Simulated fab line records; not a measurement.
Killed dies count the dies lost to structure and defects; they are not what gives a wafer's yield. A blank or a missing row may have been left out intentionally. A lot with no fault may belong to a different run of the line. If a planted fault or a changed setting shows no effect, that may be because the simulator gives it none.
A sampling plan put to the test    flow nandHarc    each of the 25 faults these records tell of, on one fab line, judged from the records of the lots it struck
The line's own looks make up the plan; these are the steps of the route where a gauge or inspection reads the wafer and leaves it unchanged. A look can be judged if struck wafers have a number there and the file gives its usual mean and standard deviation on fault-free wafers. Caught: at a look after the fault's first step, the mean of the struck wafers lies 4 or more of those standard deviations (sigma) from the usual mean. On the tool: the fault's steps, tested the same way using the tool's own readings. If the struck wafers alone have a blank record, or they carry another recipe, that too counts as caught.

== THE FAULTS, as the simulator had put them in ==
1. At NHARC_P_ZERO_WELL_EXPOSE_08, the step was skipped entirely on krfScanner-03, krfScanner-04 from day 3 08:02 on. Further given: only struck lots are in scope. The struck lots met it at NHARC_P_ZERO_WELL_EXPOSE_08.
2. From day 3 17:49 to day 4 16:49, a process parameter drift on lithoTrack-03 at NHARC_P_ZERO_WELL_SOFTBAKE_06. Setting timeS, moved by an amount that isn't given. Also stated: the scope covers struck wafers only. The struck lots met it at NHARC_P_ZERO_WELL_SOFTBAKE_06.
3. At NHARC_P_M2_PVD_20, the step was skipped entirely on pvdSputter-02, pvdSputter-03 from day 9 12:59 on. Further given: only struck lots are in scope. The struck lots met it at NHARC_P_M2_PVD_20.
4. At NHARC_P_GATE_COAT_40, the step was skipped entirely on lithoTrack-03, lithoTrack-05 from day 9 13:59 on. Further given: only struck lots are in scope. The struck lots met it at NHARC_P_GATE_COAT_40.
5. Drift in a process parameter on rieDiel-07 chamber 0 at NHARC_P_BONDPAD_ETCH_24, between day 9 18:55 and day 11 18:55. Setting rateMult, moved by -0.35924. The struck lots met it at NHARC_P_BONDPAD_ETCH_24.
6. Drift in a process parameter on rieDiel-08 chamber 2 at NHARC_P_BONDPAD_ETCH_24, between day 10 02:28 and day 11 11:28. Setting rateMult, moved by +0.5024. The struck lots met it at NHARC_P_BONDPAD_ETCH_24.
7. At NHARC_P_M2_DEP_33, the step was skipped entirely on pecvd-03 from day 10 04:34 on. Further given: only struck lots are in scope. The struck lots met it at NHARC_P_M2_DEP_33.
8. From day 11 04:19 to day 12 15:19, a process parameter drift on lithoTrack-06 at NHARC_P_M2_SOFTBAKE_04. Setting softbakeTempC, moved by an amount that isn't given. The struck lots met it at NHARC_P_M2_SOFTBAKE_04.
9. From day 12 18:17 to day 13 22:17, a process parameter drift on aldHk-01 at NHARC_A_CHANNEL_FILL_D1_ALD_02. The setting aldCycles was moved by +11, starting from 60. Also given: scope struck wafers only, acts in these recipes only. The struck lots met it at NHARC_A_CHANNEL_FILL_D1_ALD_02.
10. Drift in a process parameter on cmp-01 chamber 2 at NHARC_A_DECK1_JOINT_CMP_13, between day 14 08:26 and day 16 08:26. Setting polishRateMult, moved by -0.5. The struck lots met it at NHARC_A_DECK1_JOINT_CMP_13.
11. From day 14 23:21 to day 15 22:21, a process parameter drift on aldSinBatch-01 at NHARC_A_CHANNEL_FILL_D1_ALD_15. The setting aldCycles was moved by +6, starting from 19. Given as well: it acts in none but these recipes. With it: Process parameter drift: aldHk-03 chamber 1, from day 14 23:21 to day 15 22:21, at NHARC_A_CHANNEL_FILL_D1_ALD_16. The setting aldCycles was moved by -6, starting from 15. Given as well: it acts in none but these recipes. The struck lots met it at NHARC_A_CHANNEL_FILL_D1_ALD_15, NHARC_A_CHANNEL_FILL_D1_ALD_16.
12. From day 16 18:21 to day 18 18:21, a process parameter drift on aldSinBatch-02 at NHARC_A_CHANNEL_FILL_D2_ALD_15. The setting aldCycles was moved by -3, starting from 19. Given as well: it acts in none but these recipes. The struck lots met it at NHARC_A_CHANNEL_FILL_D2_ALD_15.
13. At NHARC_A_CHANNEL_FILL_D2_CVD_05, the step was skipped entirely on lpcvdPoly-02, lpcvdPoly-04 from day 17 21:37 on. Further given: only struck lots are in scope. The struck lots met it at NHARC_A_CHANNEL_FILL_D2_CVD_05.
14. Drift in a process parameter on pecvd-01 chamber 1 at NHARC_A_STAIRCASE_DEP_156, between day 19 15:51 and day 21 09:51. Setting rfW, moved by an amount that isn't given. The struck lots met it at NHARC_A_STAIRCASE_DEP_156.
15. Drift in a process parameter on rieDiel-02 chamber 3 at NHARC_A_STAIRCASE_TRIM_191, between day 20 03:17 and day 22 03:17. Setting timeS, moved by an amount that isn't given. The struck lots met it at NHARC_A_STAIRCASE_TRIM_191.
16. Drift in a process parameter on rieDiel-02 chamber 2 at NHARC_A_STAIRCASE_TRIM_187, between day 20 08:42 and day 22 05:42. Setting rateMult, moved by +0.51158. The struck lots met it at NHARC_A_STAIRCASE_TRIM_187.
17. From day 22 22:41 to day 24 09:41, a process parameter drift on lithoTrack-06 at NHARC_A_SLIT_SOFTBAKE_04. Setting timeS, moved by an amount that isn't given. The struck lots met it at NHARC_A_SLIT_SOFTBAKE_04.
18. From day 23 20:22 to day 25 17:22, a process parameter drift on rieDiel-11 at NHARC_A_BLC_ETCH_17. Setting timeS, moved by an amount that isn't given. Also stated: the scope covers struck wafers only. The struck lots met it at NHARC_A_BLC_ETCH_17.
19. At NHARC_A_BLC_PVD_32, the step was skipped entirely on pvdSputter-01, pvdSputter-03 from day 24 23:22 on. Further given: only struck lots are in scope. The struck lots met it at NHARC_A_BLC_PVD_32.
20. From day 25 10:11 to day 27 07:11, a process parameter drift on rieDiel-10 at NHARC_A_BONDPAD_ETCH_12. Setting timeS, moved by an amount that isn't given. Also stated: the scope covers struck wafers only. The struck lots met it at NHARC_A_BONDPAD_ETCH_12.
21. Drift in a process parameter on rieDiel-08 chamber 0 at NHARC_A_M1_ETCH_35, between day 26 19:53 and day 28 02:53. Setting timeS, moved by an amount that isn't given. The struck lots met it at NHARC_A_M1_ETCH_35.
22. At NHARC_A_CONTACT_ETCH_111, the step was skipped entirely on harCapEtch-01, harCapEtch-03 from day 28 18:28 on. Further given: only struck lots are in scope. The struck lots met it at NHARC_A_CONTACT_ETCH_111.
23. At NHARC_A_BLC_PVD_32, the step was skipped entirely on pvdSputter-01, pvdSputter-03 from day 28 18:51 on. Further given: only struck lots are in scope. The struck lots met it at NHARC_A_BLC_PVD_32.
24. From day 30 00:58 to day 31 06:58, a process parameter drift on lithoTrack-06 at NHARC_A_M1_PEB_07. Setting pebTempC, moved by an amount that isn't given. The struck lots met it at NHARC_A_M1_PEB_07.
25. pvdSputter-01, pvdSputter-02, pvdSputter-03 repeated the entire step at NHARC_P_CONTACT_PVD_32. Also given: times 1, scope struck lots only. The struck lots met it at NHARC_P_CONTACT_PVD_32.

== WHAT THE PLAN SAW ==
fault  on the tool itself                                first look that catches it                       reading, sigma                                    median hours from its first step to that look  hours from the fault's start to the first struck lot there  judged looks passed uncaught
1      no reading that can be judged                     no look after it can be judged                   -                                                 -                                              -                                                           0
2      heaterPowerTotalW +6.2 sigma                      none of the 2 looks that can be judged after it  -                                                 -                                              -                                                           2
3      the tool's record is blank for the struck wafers  no look after it can be judged                   -                                                 -                                              -                                                           0
4      the tool's record is blank for the struck wafers  no look after it can be judged                   -                                                 -                                              -                                                           0
5      oesProductAu -19 sigma                            no look after it can be judged                   -                                                 -                                              -                                                           0
6      oesProductAu +26 sigma                            not the one look that can be judged after it     strongest: killedDies at NHARC_END_SORT_01, -2.0  -                                              -                                                           1
7      the tool's record is blank for the struck wafers  not the one look that can be judged after it     -                                                 -                                              -                                                           1
8      heaterPowerTotalW +36 sigma                       not the one look that can be judged after it     -                                                 -                                              -                                                           1
9      under 2 sigma                                     no look after it can be judged                   -                                                 -                                              -                                                           0
10     timeToEndpointS +4.4 sigma                        none of the 2 looks that can be judged after it  -                                                 -                                              -                                                           2
11     under 2 sigma                                     not the one look that can be judged after it     -                                                 -                                              -                                                           1
12     under 2 sigma                                     not the one look that can be judged after it     -                                                 -                                              -                                                           1
13     the tool's record is blank for the struck wafers  no look after it can be judged                   -                                                 -                                              -                                                           0
14     rfFwdPowerW +48 sigma                             not the one look that can be judged after it     -                                                 -                                              -                                                           1
15     runLengthS -14 sigma                              no look after it can be judged                   -                                                 -                                              -                                                           0
16     oesProductAu +19 sigma                            no look after it can be judged                   -                                                 -                                              -                                                           0
17     heaterPowerTotalW +99 or beyond sigma             no look after it can be judged                   -                                                 -                                              -                                                           0
18     runLengthS -28 sigma                              not the one look that can be judged after it     -                                                 -                                              -                                                           1
19     the tool's record is blank for the struck wafers  not the one look that can be judged after it     -                                                 -                                              -                                                           1
20     runLengthS -9.2 sigma                             not the one look that can be judged after it     -                                                 -                                              -                                                           1
21     runLengthS -33 sigma                              no look after it can be judged                   -                                                 -                                              -                                                           0
22     the tool's record is blank for the struck wafers  no look after it can be judged                   -                                                 -                                              -                                                           0
23     the tool's record is blank for the struck wafers  no look after it can be judged                   -                                                 -                                              -                                                           0
24     plateTempC -4.4 sigma                             not the one look that can be judged after it     -                                                 -                                              -                                                           1
25     under 2 sigma                                     no look after it can be judged                   -                                                 -                                              -                                                           0
A dash: this means the fault isn't caught or the number doesn't appear in these records.

Caught at a look: 0 of 25. Caught on the tool: 20 of 25. By one or the other: 20 of 25.
On the tool alone, faults 2, 3, 4, 5, 6, 7, 8, 10, 13, 14, 15, 16, 17, 18, 19, 20, 21, 22, 23, 24 were caught.
Caught by neither: faults 1, 9, 11, 12, 25.
